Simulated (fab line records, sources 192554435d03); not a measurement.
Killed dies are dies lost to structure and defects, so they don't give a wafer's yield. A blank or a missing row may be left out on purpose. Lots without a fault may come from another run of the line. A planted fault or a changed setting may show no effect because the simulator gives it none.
Chamber matching | flow n5_finfet | N5_BEOL_M4_ILD_DEP_00 on pecvd-01: 3 sister chambers
The step deposits SiOC from DEMS/O2, target thk 79 nm, time 15.3 s. 16 wafers are shown with their chamber, then 8 later ones without.

WAFERS WITH THEIR CHAMBER
wafer  | chamber | throttle_valve_pct (%) | showerhead_plenum_p_Torr (Torr) | heater_power_w (W)
L074.2 | 2       | 13.2                   | 5.709                           | 419
L074.5 | 2       | 13.5                   | 5.696                           | 429
L074.6 | 1       | 12.3                   | 5.700                           | 541
L076.1 | 2       | 13.3                   | 5.713                           | 494
L076.3 | 0       | 11.7                   | 5.688                           | 470
L076.5 | 1       | 12.5                   | 5.704                           | 450
L078.1 | 2       | 13.0                   | 5.722                           | 453
L078.5 | 1       | 12.4                   | 5.707                           | 484
L078.6 | 0       | 11.7                   | 5.685                           | 453
L082.2 | 2       | 13.1                   | 5.705                           | 468
L082.3 | 1       | 12.4                   | 5.687                           | 483
L082.6 | 2       | 12.8                   | 5.727                           | 480
L081.3 | 1       | 12.3                   | 5.701                           | 556
L081.4 | 2       | 13.0                   | 5.708                           | 503
L081.5 | 1       | 12.6                   | 5.694                           | 548
L084.1 | 1       | 12.4                   | 5.690                           | 545

SIGNATURES (means of the wafers above)
reading                  | chamber 0 | chamber 1 | chamber 2 | scatter within a chamber
throttle_valve_pct       | 11.700    | 12.414    | 13.129    | 0.172
showerhead_plenum_p_Torr | 5.68650   | 5.69757   | 5.71143   | 0.00872
heater_power_w           | 461.50    | 515.29    | 463.71    | 35.9
Rule: a wafer's distance from a chamber is the root of the sum, over the readings, of the square of ((its reading less the chamber's mean) divided by the reading's scatter). The wafer belongs to the nearest chamber; if the next one is less than 2 further off, it can't be placed. The scatter: the root of (the sum of the squares of (reading less its chamber's mean) over the shown wafers, divided by (wafers less chambers)).

WAFERS WITHOUT THEIR CHAMBER
wafer  | throttle_valve_pct (%) | showerhead_plenum_p_Torr (Torr) | heater_power_w (W)
L084.3 | 12.3                   | 5.695                           | 532
L084.5 | 12.0                   | 5.681                           | 457
L089.1 | 11.9                   | 5.687                           | 480
L089.4 | 12.2                   | 5.686                           | 484
L089.6 | 11.5                   | 5.710                           | 495
L092.4 | 12.6                   | 5.671                           | 537
L092.5 | 11.5                   | 5.713                           | 539
L092.6 | 11.9                   | 5.692                           | 427

WHICH CHAMBER EACH WENT THROUGH
wafer  | from the rows above     | in truth
L084.3 | 1                       | 1
L084.5 | can't be placed: 0 or 1 | 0
L089.1 | 0                       | 0
L089.4 | can't be placed: 1 or 0 | 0
L089.6 | 0                       | 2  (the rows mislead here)
L092.4 | 1                       | 1
L092.5 | can't be placed: 0 or 1 | 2
L092.6 | 0                       | 0
Placed correctly: 4 of 8. Can't be placed from these rows: 3 (the true chamber is among the candidates in 2). Placed wrongly: 1.
